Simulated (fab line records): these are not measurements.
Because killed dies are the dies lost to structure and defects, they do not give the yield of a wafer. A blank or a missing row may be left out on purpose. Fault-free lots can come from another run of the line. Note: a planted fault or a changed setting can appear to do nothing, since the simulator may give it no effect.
fab line records / flow nandHarc
record: lots: 5 wafers: 15 lastDay: 33
route steps=1302 shown P_ZERO_WELL@44
lots that met no fault: from a run of the same line without faults
startH: the number of hours between the record's first day and the start of the first shown wafer of the lot / waitH: hours elapsed since this lot's preceding step / " the same as in the row above / L1.1+2: several wafers, shown together as one row / - no value present, or no start provided / * or withheld: withheld / < > ~ a bound
route shown NAME@n: names a module that has steps shown in the file, with the first one's number in the route / usual: mean and standard deviation over wafers with no fault / same: alike in all rows / chamber/n: place in a boat / sites: the reading at each site / _std_site: how widely they spread, as a standard deviation / _edge_site: the outer-site mean with the inner-site mean subtracted / radiusMm: for every site, how far away it sits from the centre of the wafer / mask NAME#n: copy n / behind: the last tool/chamber to shape the wafer / hold: reason for holding the lot/hours on hold/outcome of the hold / device: which transistor (n, p or np) failed to switch / end of line: the same wafers' tests at the end of the route / a step with no rows: only its recipe / killed: at the first sort, the dies lost to defects and structure; wafer yield is something else / map: shows each die of a wafer: x if killed, . if not, _ if none is there
set.NAME: the setting the step ran with; set.NAME@STEP: the setting that earlier step ran with / model.NAME: the simulator's own value behind a step, which no gauge read
lots at some steps of the route; a table a step, a row a wafer
services: a tool's chamber out of use, with start hour (startH, from the record's first day; less than 0 if before it), hours out, and reason
== steps ==
step: NHARC_P_ZERO_WELL_CD_MEAS_37
recipe: targetCdNm: 720 landingEnergyEv: 500
usual: cdNm: 720.2/1.5
same: landingEnergyEv: 500
lot.wafer=L139.1 tool=cdSem-03 chamber=0 startH=64.26 waitH=- cdNm=717.9
lot.wafer=L139.3 tool=cdSem-03 chamber=0 startH=64.26 waitH=- cdNm=719.5
lot.wafer=L139.6 tool=cdSem-03 chamber=0 startH=64.26 waitH=- cdNm=718.6
lot.wafer=L143.2 tool=cdSem-02 chamber=0 startH=103.98 waitH=- cdNm=718.9
lot.wafer=L143.4 tool=cdSem-02 chamber=0 startH=103.98 waitH=- cdNm=720.6
lot.wafer=L143.5 tool=cdSem-02 chamber=0 startH=103.98 waitH=- cdNm=719.7
lot.wafer=L148.1 tool=cdSem-03 chamber=0 startH=154.11 waitH=- cdNm=722.3
lot.wafer=L148.3 tool=cdSem-03 chamber=0 startH=154.11 waitH=- cdNm=717.9
lot.wafer=L148.4 tool=cdSem-03 chamber=0 startH=154.11 waitH=- cdNm=719.5
lot.wafer=L156.1 tool=cdSem-01 chamber=0 startH=234.35 waitH=- cdNm=717.8
lot.wafer=L156.2 tool=cdSem-01 chamber=0 startH=234.35 waitH=- cdNm=720.1
lot.wafer=L156.4 tool=cdSem-01 chamber=0 startH=234.35 waitH=- cdNm=719.8
lot.wafer=L157.1 tool=cdSem-03 chamber=0 startH=244.22 waitH=- cdNm=719.6
lot.wafer=L157.4 tool=cdSem-03 chamber=0 startH=244.22 waitH=- cdNm=721.4
lot.wafer=L157.6 tool=cdSem-03 chamber=0 startH=244.22 waitH=- cdNm=720.7
step: NHARC_P_ZERO_WELL_HARDBAKE_38
recipe: tempC: 125 timeS: 80
step: NHARC_P_ZERO_WELL_DESCUM_39
recipe: timeS: 3 o2FlowSccm: 200 arFlowSccm: 0 biasPowerW: 0 chemistry: O2
usual: drypumpMotorCurrentA: 6.0/0.44 oesProductAu: 1.000/0.0066 rfVppV: 57.6/0.81 showerheadPlenumPTorr: 1.86/0.067 throttleValvePct: 11.311/0.0094
lot.wafer=L139.1 tool=rieDiel-12 chamber=1 startH=64.43 waitH=- drypumpMotorCurrentA=6.3 oesProductAu=1.017 rfHoursCounterH=44 rfVppV=57.3 showerheadPlenumPTorr=1.80 throttleValvePct=11.312
lot.wafer=L139.3 tool=rieDiel-12 chamber=3 startH=64.43 waitH=- drypumpMotorCurrentA=5.9 oesProductAu=0.999 rfHoursCounterH=46 rfVppV=57.5 showerheadPlenumPTorr=1.78 throttleValvePct=11.313
lot.wafer=L139.6 tool=rieDiel-12 chamber=1 startH=64.43 waitH=- drypumpMotorCurrentA=6.3 oesProductAu=0.999 rfHoursCounterH=- rfVppV=56.3 showerheadPlenumPTorr=1.80 throttleValvePct=11.319
lot.wafer=L143.2 tool=rieDiel-03 chamber=2 startH=104.15 waitH=- drypumpMotorCurrentA=5.0 oesProductAu=1.002 rfHoursCounterH=50 rfVppV=57.2 showerheadPlenumPTorr=1.90 throttleValvePct=11.300
lot.wafer=L143.4 tool=rieDiel-03 chamber=3 startH=104.15 waitH=- drypumpMotorCurrentA=6.1 oesProductAu=1.014 rfHoursCounterH=49 rfVppV=58.9 showerheadPlenumPTorr=1.93 throttleValvePct=11.309
lot.wafer=L143.5 tool=rieDiel-03 chamber=2 startH=104.15 waitH=- drypumpMotorCurrentA=5.0 oesProductAu=0.994 rfHoursCounterH=- rfVppV=59.0 showerheadPlenumPTorr=1.90 throttleValvePct=11.306
lot.wafer=L148.4 tool=rieDiel-13 chamber=3 startH=154.27 waitH=- drypumpMotorCurrentA=6.6 oesProductAu=1.000 rfHoursCounterH=49 rfVppV=57.4 showerheadPlenumPTorr=1.85 throttleValvePct=11.294
lot.wafer=L148.1 tool=rieDiel-13 chamber=0 startH=154.27 waitH=- drypumpMotorCurrentA=6.0 oesProductAu=0.995 rfHoursCounterH=44 rfVppV=57.9 showerheadPlenumPTorr=1.95 throttleValvePct=11.300
lot.wafer=L148.3 tool=rieDiel-13 chamber=2 startH=154.27 waitH=- drypumpMotorCurrentA=5.9 oesProductAu=0.995 rfHoursCounterH=59 rfVppV=58.0 showerheadPlenumPTorr=1.95 throttleValvePct=11.313
lot.wafer=L156.2 tool=rieDiel-12 chamber=2 startH=234.52 waitH=- drypumpMotorCurrentA=6.3 oesProductAu=1.001 rfHoursCounterH=40 rfVppV=58.3 showerheadPlenumPTorr=1.91 throttleValvePct=11.301
lot.wafer=L156.4 tool=rieDiel-12 chamber=3 startH=234.52 waitH=- drypumpMotorCurrentA=5.9 oesProductAu=0.996 rfHoursCounterH=42 rfVppV=57.5 showerheadPlenumPTorr=1.77 throttleValvePct=11.304
lot.wafer=L156.1 tool=rieDiel-12 chamber=0 startH=234.52 waitH=- drypumpMotorCurrentA=6.2 oesProductAu=1.014 rfHoursCounterH=42 rfVppV=57.2 showerheadPlenumPTorr=1.87 throttleValvePct=11.320
lot.wafer=L157.1 tool=rieDiel-03 chamber=3 startH=244.38 waitH=- drypumpMotorCurrentA=6.1 oesProductAu=1.004 rfHoursCounterH=38 rfVppV=58.1 showerheadPlenumPTorr=1.91 throttleValvePct=11.310
lot.wafer=L157.4 tool=rieDiel-03 chamber=2 startH=244.38 waitH=- drypumpMotorCurrentA=5.0 oesProductAu=0.996 rfHoursCounterH=41 rfVppV=57.5 showerheadPlenumPTorr=1.89 throttleValvePct=11.306
lot.wafer=L157.6 tool=rieDiel-03 chamber=0 startH=244.38 waitH=- drypumpMotorCurrentA=6.0 oesProductAu=1.004 rfHoursCounterH=- rfVppV=58.6 showerheadPlenumPTorr=1.93 throttleValvePct=11.319
step: NHARC_P_ZERO_WELL_IMPLANT_40
recipe: energyKev: 300 doseCm2: 1e+13 tiltDeg: 7
step: NHARC_P_ZERO_WELL_IMPLANT_59
recipe: energyKev: 120 doseCm2: 5e+12 tiltDeg: 7
step: NHARC_P_ZERO_WELL_IMPLANT_60
recipe: energyKev: 30 doseCm2: 2e+12 tiltDeg: 7
step: NHARC_P_ZERO_WELL_STRIP_41
recipe: timeS: 840 tempC: 130 chemistry: SPM
step: NHARC_P_ZERO_WELL_DEHYDRATE_44
recipe: tempC: 150 timeS: 120
step: NHARC_P_ZERO_WELL_HMDS_45
recipe: timeS: 30
step: NHARC_P_ZERO_WELL_COAT_46
recipe: spinRpm: withheld
step: NHARC_P_ZERO_WELL_SOFTBAKE_47
recipe: tempC: 122 timeS: 95
step: NHARC_P_ZERO_WELL_EBR_48
step: NHARC_P_ZERO_WELL_EXPOSE_49
recipe: na: 0.6 targetCdNm: 2000 doseMj: 22.64 maskId: P_HVPW
usual: reticleTempC: 23.02/0.11 stageVelMmS: 500.04/0.3
lot.wafer=L139.1 tool=krfScanner-02 chamber=0 startH=65.74 waitH=- mask=P_HVPW#0 reticleTempC=23.02 stageVelMmS=500.72
lot.wafer=L139.3 tool=krfScanner-02 chamber=0 startH=65.74 waitH=- mask=P_HVPW#0 reticleTempC=23.07 stageVelMmS=500.38
lot.wafer=L139.6 tool=krfScanner-02 chamber=0 startH=65.74 waitH=- mask=P_HVPW#0 reticleTempC=22.87 stageVelMmS=500.32
lot.wafer=L143.2 tool=krfScanner-04 chamber=0 startH=105.33 waitH=- mask=P_HVPW#0 reticleTempC=23.20 stageVelMmS=499.72
lot.wafer=L143.4 tool=krfScanner-04 chamber=0 startH=105.33 waitH=- mask=P_HVPW#0 reticleTempC=23.16 stageVelMmS=499.94
lot.wafer=L143.5 tool=krfScanner-04 chamber=0 startH=105.33 waitH=- mask=P_HVPW#0 reticleTempC=22.99 stageVelMmS=499.74
lot.wafer=L148.1 tool=krfScanner-04 chamber=0 startH=155.50 waitH=- mask=P_HVPW_R1#0 reticleTempC=23.10 stageVelMmS=500.50
lot.wafer=L148.3 tool=krfScanner-04 chamber=0 startH=155.50 waitH=- mask=P_HVPW_R1#0 reticleTempC=22.92 stageVelMmS=500.41
lot.wafer=L148.4 tool=krfScanner-04 chamber=0 startH=155.50 waitH=- mask=P_HVPW_R1#0 reticleTempC=22.94 stageVelMmS=500.13
lot.wafer=L156.1 tool=krfScanner-01 chamber=0 startH=235.83 waitH=- mask=P_HVPW#0 reticleTempC=23.05 stageVelMmS=500.39
lot.wafer=L156.2 tool=krfScanner-01 chamber=0 startH=235.83 waitH=- mask=P_HVPW#0 reticleTempC=23.07 stageVelMmS=500.16
lot.wafer=L156.4 tool=krfScanner-01 chamber=0 startH=235.83 waitH=- mask=P_HVPW#0 reticleTempC=23.11 stageVelMmS=500.09
lot.wafer=L157.1 tool=krfScanner-02 chamber=0 startH=245.72 waitH=- mask=P_HVPW#0 reticleTempC=23.00 stageVelMmS=499.84
lot.wafer=L157.4 tool=krfScanner-02 chamber=0 startH=245.72 waitH=- mask=P_HVPW#0 reticleTempC=23.08 stageVelMmS=499.68
lot.wafer=L157.6 tool=krfScanner-02 chamber=0 startH=245.72 waitH=- mask=P_HVPW#0 reticleTempC=22.86 stageVelMmS=499.73
step: NHARC_P_ZERO_WELL_PEB_50
recipe: pebTempC: 118 pebTimeS: 85
step: NHARC_P_ZERO_WELL_DEVELOP_51
recipe: timeS: 70
step: NHARC_P_ZERO_WELL_CD_MEAS_52
recipe: targetCdNm: 2000 landingEnergyEv: 500
usual: cdNm: 2000.0/1.3
same: landingEnergyEv: 500
lot.wafer=L139.1 tool=cdSem-02 chamber=0 startH=65.90 waitH=- cdNm=2000.9
lot.wafer=L139.3 tool=cdSem-02 chamber=0 startH=65.90 waitH=- cdNm=1999.3
lot.wafer=L139.6 tool=cdSem-02 chamber=0 startH=65.90 waitH=- cdNm=1999.9
lot.wafer=L143.2 tool=cdSem-02 chamber=0 startH=105.49 waitH=- cdNm=2001.2
lot.wafer=L143.4 tool=cdSem-02 chamber=0 startH=105.49 waitH=- cdNm=2001.9
lot.wafer=L143.5 tool=cdSem-02 chamber=0 startH=105.49 waitH=- cdNm=2002.8
lot.wafer=L148.1 tool=cdSem-03 chamber=0 startH=155.66 waitH=- cdNm=1946.6
lot.wafer=L148.3 tool=cdSem-03 chamber=0 startH=155.66 waitH=- cdNm=1947.0
lot.wafer=L148.4 tool=cdSem-03 chamber=0 startH=155.66 waitH=- cdNm=1946.1
lot.wafer=L156.1 tool=cdSem-03 chamber=0 startH=236.00 waitH=- cdNm=2000.3
lot.wafer=L156.2 tool=cdSem-03 chamber=0 startH=236.00 waitH=- cdNm=1999.6
lot.wafer=L156.4 tool=cdSem-03 chamber=0 startH=236.00 waitH=- cdNm=1999.9
lot.wafer=L157.1 tool=cdSem-03 chamber=0 startH=245.87 waitH=- cdNm=2000.6
lot.wafer=L157.4 tool=cdSem-03 chamber=0 startH=245.87 waitH=- cdNm=2000.3
lot.wafer=L157.6 tool=cdSem-03 chamber=0 startH=245.87 waitH=- cdNm=2000.9
step: NHARC_P_ZERO_WELL_HARDBAKE_53
recipe: tempC: 125 timeS: 80
step: NHARC_P_ZERO_WELL_DESCUM_54
recipe: timeS: 3 o2FlowSccm: 200 arFlowSccm: 0 biasPowerW: 0 chemistry: O2
usual: drypumpMotorCurrentA: 6.0/0.46 oesProductAu: 0.999/0.0068 rfVppV: 57.6/0.99 showerheadPlenumPTorr: 1.88/0.068 throttleValvePct: 11.311/0.0094
lot.wafer=L139.1 tool=rieDiel-03 chamber=2 startH=66.07 waitH=- drypumpMotorCurrentA=5.0 oesProductAu=1.009 rfHoursCounterH=39 rfVppV=59.6 showerheadPlenumPTorr=1.90 throttleValvePct=11.315 model.P_ZERO_WELL.cdNm=2000
lot.wafer=L139.3 tool=rieDiel-03 chamber=1 startH=66.07 waitH=- drypumpMotorCurrentA=5.2 oesProductAu=1.000 rfHoursCounterH=41 rfVppV=57.0 showerheadPlenumPTorr=1.77 throttleValvePct=11.315 model.P_ZERO_WELL.cdNm=1999
lot.wafer=L139.6 tool=rieDiel-03 chamber=3 startH=66.07 waitH=- drypumpMotorCurrentA=6.1 oesProductAu=1.008 rfHoursCounterH=- rfVppV=57.5 showerheadPlenumPTorr=1.93 throttleValvePct=11.300 model.P_ZERO_WELL.cdNm=2000
lot.wafer=L143.4 tool=rieDiel-13 chamber=2 startH=105.66 waitH=- drypumpMotorCurrentA=6.0 oesProductAu=0.999 rfHoursCounterH=40 rfVppV=58.8 showerheadPlenumPTorr=1.96 throttleValvePct=11.317 model.P_ZERO_WELL.cdNm=2002
lot.wafer=L143.2 tool=rieDiel-13 chamber=0 startH=105.66 waitH=- drypumpMotorCurrentA=6.0 oesProductAu=0.995 rfHoursCounterH=28 rfVppV=56.7 showerheadPlenumPTorr=1.96 throttleValvePct=11.308 model.P_ZERO_WELL.cdNm=2001
lot.wafer=L143.5 tool=rieDiel-13 chamber=1 startH=105.66 waitH=- drypumpMotorCurrentA=6.4 oesProductAu=1.002 rfHoursCounterH=- rfVppV=57.4 showerheadPlenumPTorr=1.80 throttleValvePct=11.309 model.P_ZERO_WELL.cdNm=2002
lot.wafer=L148.1 tool=rieDiel-13 chamber=3 startH=155.82 waitH=- drypumpMotorCurrentA=6.6 oesProductAu=1.003 rfHoursCounterH=49 rfVppV=57.3 showerheadPlenumPTorr=1.85 throttleValvePct=11.311 model.P_ZERO_WELL.cdNm=1947
lot.wafer=L148.4 tool=rieDiel-13 chamber=0 startH=155.82 waitH=- drypumpMotorCurrentA=6.0 oesProductAu=0.995 rfHoursCounterH=44 rfVppV=58.0 showerheadPlenumPTorr=1.95 throttleValvePct=11.311 model.P_ZERO_WELL.cdNm=1946
lot.wafer=L148.3 tool=rieDiel-13 chamber=2 startH=155.82 waitH=- drypumpMotorCurrentA=6.0 oesProductAu=0.996 rfHoursCounterH=59 rfVppV=56.5 showerheadPlenumPTorr=1.95 throttleValvePct=11.305 model.P_ZERO_WELL.cdNm=1947
lot.wafer=L156.4 tool=rieDiel-13 chamber=1 startH=236.17 waitH=- drypumpMotorCurrentA=6.4 oesProductAu=0.999 rfHoursCounterH=23 rfVppV=54.9 showerheadPlenumPTorr=1.79 throttleValvePct=11.335 model.P_ZERO_WELL.cdNm=2000
lot.wafer=L156.2 tool=rieDiel-13 chamber=2 startH=236.17 waitH=- drypumpMotorCurrentA=6.0 oesProductAu=1.009 rfHoursCounterH=23 rfVppV=56.8 showerheadPlenumPTorr=1.94 throttleValvePct=11.309 model.P_ZERO_WELL.cdNm=2000
lot.wafer=L156.1 tool=rieDiel-13 chamber=3 startH=236.17 waitH=- drypumpMotorCurrentA=6.6 oesProductAu=0.995 rfHoursCounterH=21 rfVppV=58.7 showerheadPlenumPTorr=1.85 throttleValvePct=11.312 model.P_ZERO_WELL.cdNm=2000
lot.wafer=L157.1 tool=rieDiel-13 chamber=1 startH=246.07 waitH=- drypumpMotorCurrentA=6.4 oesProductAu=1.005 rfHoursCounterH=30 rfVppV=58.1 showerheadPlenumPTorr=1.79 throttleValvePct=11.316 model.P_ZERO_WELL.cdNm=2000
lot.wafer=L157.4 tool=rieDiel-13 chamber=2 startH=246.07 waitH=- drypumpMotorCurrentA=6.0 oesProductAu=0.998 rfHoursCounterH=- rfVppV=58.6 showerheadPlenumPTorr=1.94 throttleValvePct=11.304 model.P_ZERO_WELL.cdNm=2000
lot.wafer=L157.6 tool=rieDiel-13 chamber=0 startH=246.07 waitH=- drypumpMotorCurrentA=6.0 oesProductAu=0.995 rfHoursCounterH=- rfVppV=58.3 showerheadPlenumPTorr=1.94 throttleValvePct=11.301 model.P_ZERO_WELL.cdNm=2001
step: NHARC_P_ZERO_WELL_IMPLANT_55
recipe: energyKev: 180 doseCm2: 8e+11 tiltDeg: 7
== services ==
tool=rieDiel-13 chamber=0 startH=46.11 hours=- kind=clean
tool=rieDiel-13 chamber=1 startH=46.11 hours=- kind=clean
tool=rieDiel-13 chamber=2 startH=46.11 hours=- kind=clean
tool=rieDiel-13 chamber=3 startH=50.19 hours=11.8 kind=repair
tool=krfScanner-04 chamber=- startH=51.68 hours=1.2 kind=repair
tool=krfScanner-02 chamber=- startH=69.36 hours=0.5 kind=repair
tool=rieDiel-12 chamber=1 startH=87.26 hours=4.3 kind=repair
tool=rieDiel-03 chamber=1 startH=89.35 hours=12.3 kind=repair
tool=rieDiel-12 chamber=- startH=91.56 hours=9.0 kind=pm
tool=krfScanner-02 chamber=- startH=94.00 hours=4.0 kind=pm
tool=krfScanner-01 chamber=- startH=99.16 hours=4.0 kind=pm
tool=rieDiel-03 chamber=- startH=104.33 hours=9.0 kind=pm
tool=krfScanner-04 chamber=- startH=122.53 hours=0.4 kind=repair
tool=rieDiel-12 chamber=0 startH=131.76 hours=2.1 kind=repair
tool=rieDiel-03 chamber=0 startH=155.76 hours=11.8 kind=repair
tool=krfScanner-04 chamber=- startH=156.11 hours=4.0 kind=repair
tool=rieDiel-12 chamber=1 startH=159.57 hours=2.8 kind=repair
tool=rieDiel-13 chamber=- startH=165.08 hours=9.0 kind=pm
tool=krfScanner-04 chamber=- startH=182.48 hours=4.0 kind=pm
tool=rieDiel-13 chamber=0 startH=187.06 hours=2.8 kind=repair
tool=rieDiel-12 chamber=3 startH=193.36 hours=5.1 kind=repair
tool=rieDiel-03 chamber=3 startH=206.14 hours=10.4 kind=repair
tool=krfScanner-04 chamber=- startH=239.18 hours=1.4 kind=repair
tool=rieDiel-13 chamber=3 startH=245.28 hours=6.7 kind=repair
== key ==
firstSign: step: NHARC_P_ZERO_WELL_EXPOSE_49 reading: mask direction: changed
effect: step: NHARC_P_ZERO_WELL_CD_MEAS_52 reading: cdNm direction: down sigmas: 42 usual: 2000.0 struck: 1946.6
modelEffect: step: NHARC_P_ZERO_WELL_DESCUM_54 value: P_ZERO_WELL.cdNm without: 1999 struck: 1947
metAt NHARC_P_ZERO_WELL_EXPOSE_49
struckWafers L148.1,L148.3,L148.4
testerLeftOut L148
onsetBetween 105.33 155.50
fault: kind: wrongMask tool: any chamber: - onsetH: 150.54 steps: NHARC_P_ZERO_WELL_EXPOSE_49 auxCopy: P_HVPW_R1#0 cdOffsetNm: -52.698 scope: struckLotsOnly
testerLeftOut: of these lots the tester's yield and bins aren't shown, on N5 and GAA mostly nor the transistor test; their killed dies are dies lost to structure and defects alone, not to doping, threshold or leakage, so they don't give the yield
